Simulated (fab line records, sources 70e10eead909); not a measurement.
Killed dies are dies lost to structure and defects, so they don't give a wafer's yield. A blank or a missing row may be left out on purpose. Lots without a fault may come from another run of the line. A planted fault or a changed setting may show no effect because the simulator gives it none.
fab line records | flow nand_harc
record lots=5 wafers=15 last_day=32
route steps=1302 shown P_BONDPAD@355 END@1302
lots that met no fault: from a run of the same line without faults
start_h: hours from the record's first day to the start of the lot's first wafer shown | wait_h: hours since the lot's step before | " the same as in the row above | L1.1+2: a row that stands for several wafers | - no value, or no start given | * or withheld: withheld | < > ~ a bound
route shown NAME@n: a module of which the file shows steps, and the number in the route of the first | usual: mean/standard deviation of fault-free wafers | same: alike in all rows | chamber/n: place in a boat | sites: the reading at each site | _std_site: their standard deviation | _edge_site: outer sites' mean less inner sites' | radius_mm: how far each site lies from the wafer's centre | mask NAME#n: copy n | behind: the tool/chamber that last shaped the wafer | hold: why the lot was held/for how many hours/how that ended | device: the transistor (n, p or np) that didn't switch | end of line: the same wafers' tests at the end of the route | a step without rows: its recipe alone | killed: dies lost to structure and defects at the first sort, not the wafer's yield | map: a wafer's dies, x killed, . not, _ none there
set.NAME: the setting as run; set.NAME@STEP: as run at that earlier step | model.NAME: the simulator's own value behind a step, which no gauge read
lots at some steps of the route; a table a step, a row a wafer
services: from which hour (start_h, from the record's first day; less than 0 if before it) a tool's chamber was out of use, for how many hours, and why
## steps
# step NHARC_P_BONDPAD_DEHYDRATE_01
# recipe temp_c=150 time_s=120
# step NHARC_P_BONDPAD_HMDS_02
# recipe time_s=30
# step NHARC_P_BONDPAD_COAT_36
# recipe temp_c=200 time_s=65
# step NHARC_P_BONDPAD_COAT_03
# recipe spin_rpm=2000 resist_thk_nm=600
# step NHARC_P_BONDPAD_SOFTBAKE_04
# recipe temp_c=125 time_s=70
# step NHARC_P_BONDPAD_EBR_05
# step NHARC_P_BONDPAD_EXPOSE_06
# recipe na=0.55 dose_mj=37.06 mask_id=P_BPAD
# step NHARC_P_BONDPAD_PEB_07
# recipe peb_temp_c=128 peb_time_s=80
# step NHARC_P_BONDPAD_DEVELOP_08
# recipe time_s=50 dev_temp_c=22
# step NHARC_P_BONDPAD_CD_MEAS_09
# recipe target_cd_nm=500 landing_energy_ev=500
# usual cd_nm=501.1/2.8
# columns lot.wafer tool chamber start_h wait_h cd_nm
L190.3 cd_sem-01 0 138.15 - 498.2
L190.4 " 0 " " 501.6
L190.5 " 0 " " 498.2
L189.3 cd_sem-01 0 139.02 - 500.2
L189.4 " 0 " " 501.6
L189.6 " 0 " " 501.5
L200.1 cd_sem-01 0 243.01 - 496.0
L200.3 " 0 " " 500.0
L200.4 " 0 " " 504.2
L209.1 cd_sem-02 0 335.95 - 501.2
L209.2 " 0 " " 500.3
L209.5 " 0 " " 498.8
L210.3 cd_sem-02 0 339.91 - 496.6
L210.5 " 0 " " 501.6
L210.6 " 0 " " 504.3
# step NHARC_P_BONDPAD_OVL_MEAS_38
# usual overlay_x_nm=2/5.7 overlay_y_nm=0/5.5
# columns lot.wafer tool chamber start_h wait_h overlay_x_nm overlay_y_nm
L190.3 overlay-02 - 138.23 - 2 -3
L190.4 " - " " 2 -2
L190.5 " - " " 2 -3
L189.3 overlay-02 - 139.10 - -5 0
L189.4 " - " " -5 -1
L189.6 " - " " -4 -1
L200.1 overlay-02 - 243.11 - 1 -1
L200.3 " - " " 2 -2
L200.4 " - " " 2 -1
L209.1 overlay-01 - 336.04 - -2 12
L209.2 " - " " -3 12
L209.5 " - " " -2 12
L210.3 overlay-02 - 339.99 - 5 6
L210.5 " - " " 5 7
L210.6 " - " " 4 7
# step NHARC_P_BONDPAD_HARDBAKE_10
# recipe temp_c=118 time_s=65
# step NHARC_P_BONDPAD_DESCUM_11
# recipe time_s=3 o2_flow_sccm=200 ar_flow_sccm=0 bias_power_w=0 chemistry=O2
# usual drypump_motor_current_A=5.9/0.51 o2_flow_sccm=200.0/0.57 oes_product_au=1.003/0.012 rf_vpp_V=57.7/0.89 run_length_s=23.98/0.27 showerhead_plenum_p_Torr=1.89/0.1 throttle_valve_pct=11.311/0.0092
# same bias_power_w=0
# columns lot.wafer tool chamber start_h wait_h drypump_motor_current_A o2_flow_sccm oes_product_au rf_hours_counter_h rf_vpp_V run_length_s showerhead_plenum_p_Torr throttle_valve_pct
L190.4 rie_diel-13 2 138.36 - 6.1 200.9 1.010 3.5 56.6 24.16 1.93 11.306
L190.3 " 0 " " 5.8 200.8 0.997 2.6 57.5 23.76 1.90 11.305
L190.5 " 2 " " 6.1 200.0 1.008 - 58.8 23.66 1.93 11.316
L189.3 rie_diel-07 0 139.25 - 6.0 200.9 1.002 0.2 58.4 24.02 1.78 11.311
L189.4 " 3 " " 6.2 199.4 0.998 - 58.0 24.16 2.03 11.299
L189.6 " 0 " " 5.9 200.3 1.002 - 57.1 24.13 1.78 11.308
L200.3 rie_diel-07 2 243.23 - 6.2 200.8 1.009 2.2 56.3 23.65 2.04 11.309
L200.1 " 0 " " 5.9 198.9 1.005 5.8 57.5 26.08 1.78 11.324
L200.4 " 1 " " 4.8 200.0 1.006 5.8 57.0 23.98 1.80 11.314
L209.1 rie_diel-07 1 336.18 - 4.8 199.8 0.992 1.3 56.5 23.54 1.80 11.305
L209.2 " 2 " " 6.2 199.0 1.021 1.5 59.1 23.44 2.04 11.321
L209.5 " 3 " " 6.2 200.3 1.015 - 58.8 24.27 2.03 11.319
L210.3 rie_diel-13 0 340.13 - 5.8 200.6 0.999 4.7 57.2 24.02 1.90 11.299
L210.6 " 2 " " 6.1 200.0 1.004 - 56.5 23.65 1.93 11.316
L210.5 " 3 " " 6.4 200.1 0.986 - 57.7 24.31 1.79 11.322
# step NHARC_P_BONDPAD_ETCH_37
# recipe target_depth_a=600 overetch_a=180 time_s=65.91 ion_energy_ev=200 n2_flow_sccm=150 h2_flow_sccm=150 ar_flow_sccm=0 rf_w=400 bias_w=150 chemistry=N2/H2
# usual bias_w=150.0/0.46 drypump_motor_current_A=5.9/0.51 oes_product_au=1.002/0.011 rf_vpp_V=430/3.1 showerhead_plenum_p_Torr=2.02/0.11 throttle_valve_pct=14.171/0.0094
# same time_s=65.91
# columns lot.wafer tool chamber start_h wait_h bias_w drypump_motor_current_A oes_product_au rf_hours_counter_h rf_vpp_V showerhead_plenum_p_Torr throttle_valve_pct
L190.3 rie_diel-13 1 138.45 0.1 150.3 6.4 1.004 3.5 428 1.96 14.173
L190.4 " 3 " " 150.2 6.4 0.976 3.4 427 1.90 14.159
L190.5 " 0 " " 149.2 5.8 1.005 - 429 2.03 14.170
L189.3 rie_diel-07 0 139.33 0.1 150.0 5.9 1.003 0.2 425 1.90 14.181
L189.4 " 0 " " 150.4 6.0 1.000 - 427 1.90 14.150
L189.6 " 1 " " 151.0 4.8 1.012 - 428 1.92 14.169
L200.1 rie_diel-07 2 243.32 0.1 150.3 6.2 1.008 2.2 434 2.18 14.159
L200.3 " 3 " " 150.3 6.1 1.004 6.1 433 2.17 14.167
L200.4 " 1 " " 150.1 4.8 0.997 5.8 428 1.92 14.172
L209.2 rie_diel-07 3 336.25 0.1 150.2 6.1 1.013 1.4 433 2.17 14.198
L209.1 " 1 " " 150.9 4.8 0.988 1.3 427 1.92 14.164
L209.5 " 3 " " 150.3 6.1 1.013 - 436 2.17 14.185
L210.3 rie_diel-13 0 340.20 0.1 150.0 5.8 1.008 4.7 430 2.03 14.177
L210.5 " 0 " " 149.8 5.8 1.007 - 431 2.03 14.180
L210.6 " 1 " " 150.4 6.4 1.000 - 428 1.95 14.171
# step NHARC_END_SORT_01
# recipe temp_c=25
# usual defect_limited_yield=90/3.8 killed_at_array=61/26 killed_at_other=0.8/1.1 killed_at_periphery=4.0/2.6 killed_dies=66/26 killed_open=3.1/1.7 killed_short=2.5/1.5
# same gross_dies=677
# columns lot.wafer tool chamber start_h wait_h defect_limited_yield[%] killed_at_array killed_at_other killed_at_periphery killed_dies killed_open killed_short
L190.3 prober-01 0 569.27 3.1 89 66 1 6 73 4 3
L190.4 prober-01 0 570.07 3.4 91 60 2 2 64 4 1
L190.5 prober-01 0 570.87 3.7 90 59 3 5 67 3 2
L189.3 prober-02 0 569.31 3.1 88 79 1 3 83 1 5
L189.4 prober-02 0 570.11 3.4 91 57 0 3 60 3 2
L189.6 prober-02 0 571.70 4.0 92 55 0 2 57 3 2
L200.1 prober-02 0 690.00 2.5 89 67 3 2 72 2 1
L200.3 prober-02 0 691.64 3.1 87 75 1 9 85 6 2
L200.4 prober-02 0 692.47 3.5 91 58 2 4 64 2 3
L210.3 prober-01 0 764.51 3.1 86 91 0 6 97 1 5
L210.5 prober-01 0 766.13 3.7 89 73 0 1 74 3 1
L210.6 prober-01 0 766.94 4.0 86 89 1 6 96 2 2
L209.1 prober-01 0 770.84 2.5 93 44 2 3 49 4 1
L209.2 prober-01 0 771.65 2.8 95 32 0 5 37 3 3
L209.5 prober-01 0 774.06 3.7 92 45 4 3 52 4 3
# killed by level:class
L190.3 A_CHANNEL_HOLE_D2:chamber_film_flake=27 A_CHANNEL_HOLE_D1:chamber_film_flake=24 A_CONTACT:chamber_film_flake=5 A_STAIRCASE:chamber_film_flake=3 P_STI:chamber_film_flake=2 P_CONTACT:chamber_film_flake=2 A_CONTACT:unspecified=2 P_CONTACT:geometric_particle:short=1
L189.3 A_CHANNEL_HOLE_D2:chamber_film_flake=41 A_SLIT:chamber_film_flake=27 P_ZERO_WELL:chamber_film_flake=2 A_CONTACT:chamber_film_flake=2 P_CONTACT:geometric_particle:short=1 A_CHANNEL_FILL_D1:geometric_particle:short=1 A_DECK1_JOINT:geometric_particle:short=1 A_CHANNEL_FILL_D2:geometric_particle:short=1
L190.4 A_CHANNEL_HOLE_D2:chamber_film_flake=23 A_CHANNEL_HOLE_D1:chamber_film_flake=21 A_CONTACT:chamber_film_flake=8 A_STAIRCASE:chamber_film_flake=2 A_CONTACT:unspecified=2 THIN_TSV:chamber_film_flake=2 P_GATE:geometric_particle:open=1 A_CHANNEL_HOLE_D1:geometric_particle:open=1
L189.4 A_CHANNEL_HOLE_D2:chamber_film_flake=25 A_SLIT:chamber_film_flake=19 A_M0:geometric_particle:open=2 A_DECK1_JOINT:chamber_film_flake=2 A_STAIRCASE:chamber_film_flake=2 A_WL_FILL:chamber_film_flake=2 P_M0:geometric_particle:short=1 A_STAIRCASE:geometric_particle:open=1
L190.5 A_CHANNEL_HOLE_D2:chamber_film_flake=29 A_CHANNEL_HOLE_D1:chamber_film_flake=19 P_CONTACT:chamber_film_flake=4 A_STAIRCASE:chamber_film_flake=4 A_CONTACT:chamber_film_flake=2 THIN_TSV:chamber_film_flake=2 A_ONON_D2:geometric_particle:open=1 A_WL_FILL:geometric_particle:short=1
L189.6 A_CHANNEL_HOLE_D2:chamber_film_flake=27 A_SLIT:chamber_film_flake=14 A_CONTACT:chamber_film_flake=3 A_CHANNEL_HOLE_D1:chamber_film_flake=2 A_STAIRCASE:chamber_film_flake=2 P_M0:geometric_particle:open=1 P_M0:geometric_particle:short=1 A_CHANNEL_FILL_D2:geometric_particle:open=1
L200.1 A_SLIT:chamber_film_flake=33 A_CONTACT:chamber_film_flake=13 A_CHANNEL_HOLE_D2:chamber_film_flake=8 A_CHANNEL_HOLE_D1:chamber_film_flake=6 THIN_TSV:chamber_film_flake=3 P_GATE:chamber_film_flake=2 A_CHANNEL_FILL_D2:chamber_film_flake=2 A_ONON_D1:geometric_particle:short=1
L200.3 A_SLIT:chamber_film_flake=29 A_CONTACT:chamber_film_flake=16 A_CHANNEL_HOLE_D1:chamber_film_flake=10 A_CHANNEL_HOLE_D2:chamber_film_flake=10 P_GATE:chamber_film_flake=6 A_CHANNEL_FILL_D1:geometric_particle:open=2 A_STAIRCASE:chamber_film_flake=2 P_GATE:geometric_particle:open=1
L200.4 A_SLIT:chamber_film_flake=29 A_CHANNEL_HOLE_D2:chamber_film_flake=12 A_CONTACT:chamber_film_flake=5 P_GATE:chamber_film_flake=3 A_CHANNEL_FILL_D2:chamber_film_flake=3 A_WL_FILL:geometric_particle:short=2 A_CHANNEL_HOLE_D1:chamber_film_flake=2 P_BONDPAD:geometric_particle:open=1
L210.3 A_CHANNEL_HOLE_D2:chamber_film_flake=32 A_SLIT:chamber_film_flake=27 A_CHANNEL_HOLE_D1:chamber_film_flake=12 A_CONTACT:chamber_film_flake=9 P_STI:chamber_film_flake=3 A_WL_FILL:chamber_film_flake=3 A_STAIRCASE:chamber_film_flake=2 P_M0:geometric_particle:short=1
L210.5 A_SLIT:chamber_film_flake=21 A_CHANNEL_HOLE_D2:chamber_film_flake=20 A_CHANNEL_HOLE_D1:chamber_film_flake=18 A_STAIRCASE:chamber_film_flake=3 A_WL_FILL:chamber_film_flake=2 A_CONTACT:chamber_film_flake=2 A_M0:chamber_film_flake=2 P_M2:geometric_particle:open=1
L210.6 A_SLIT:chamber_film_flake=30 A_CHANNEL_HOLE_D2:chamber_film_flake=23 A_CHANNEL_HOLE_D1:chamber_film_flake=15 A_CONTACT:chamber_film_flake=13 P_ZERO_WELL:chamber_film_flake=2 A_WL_FILL:chamber_film_flake=2 P_GATE:geometric_particle:open=1 P_M0:geometric_particle:open=1
L209.1 A_CHANNEL_HOLE_D1:chamber_film_flake=25 A_SLIT:chamber_film_flake=5 A_STAIRCASE:chamber_film_flake=4 A_SGD_CUT:chamber_film_flake=4 P_ZERO_WELL:chamber_film_flake=2 THIN_TSV:chamber_film_flake=2 P_CONTACT:geometric_particle:open=1 A_CHANNEL_HOLE_D1:geometric_particle:open=1
L209.2 A_CHANNEL_HOLE_D1:chamber_film_flake=17 A_SLIT:chamber_film_flake=4 P_GATE:geometric_particle:short=2 A_M0:geometric_particle:open=2 P_ZERO_WELL:chamber_film_flake=2 A_STAIRCASE:chamber_film_flake=2 A_SOURCE_PLATE:geometric_particle:short=1 A_CHANNEL_FILL_D1:geometric_particle:open=1
L209.5 A_CHANNEL_HOLE_D1:chamber_film_flake=16 A_SLIT:chamber_film_flake=8 A_STAIRCASE:chamber_film_flake=6 A_CONTACT:chamber_film_flake=3 A_CHANNEL_FILL_D2:chamber_film_flake=3 A_SGD_CUT:chamber_film_flake=3 THIN_TSV:chamber_film_flake=3 P_CONTACT:geometric_particle:open=1
## services
# columns tool chamber start_h hours kind
rie_diel-07 2 117.14 5.9 repair
rie_diel-07 - 117.20 9.0 pm
rie_diel-07 0 117.20 9.0 vent_cycle
rie_diel-07 1 117.20 9.0 vent_cycle
rie_diel-07 3 117.20 9.0 vent_cycle
rie_diel-07 0 126.20 - clean
rie_diel-07 1 126.20 - clean
rie_diel-07 2 126.20 - clean
rie_diel-07 3 126.20 - clean
rie_diel-07 2 131.06 35.1 repair
rie_diel-07 3 146.32 6.7 repair
rie_diel-07 0 150.70 - clean
rie_diel-07 1 150.70 - clean
rie_diel-13 2 164.65 5.0 repair
rie_diel-13 - 165.00 9.0 pm
rie_diel-07 0 175.20 - clean
rie_diel-07 1 175.20 - clean
rie_diel-07 2 175.20 - clean
rie_diel-07 3 175.20 - clean
rie_diel-13 2 179.09 7.3 repair
rie_diel-07 2 184.54 11.3 repair
rie_diel-07 2 210.74 13.1 repair
rie_diel-13 3 228.61 31.7 repair
rie_diel-07 - 294.20 9.0 pm
## key
first_sign step=NHARC_P_BONDPAD_DESCUM_11 reading=run_length_s direction=up sigmas=7.7 usual=* struck=*
effect none on later readings
met_at NHARC_P_BONDPAD_DESCUM_11
struck_wafers L200.1
onset_between 139.25 243.23
fault kind=process_parameter_drift tool=rie_diel-07 chamber=0 onset_h=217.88 steps=NHARC_P_BONDPAD_DESCUM_11 channel=time_s offset=* shape=step end_h=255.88 acts_in=* stated=*
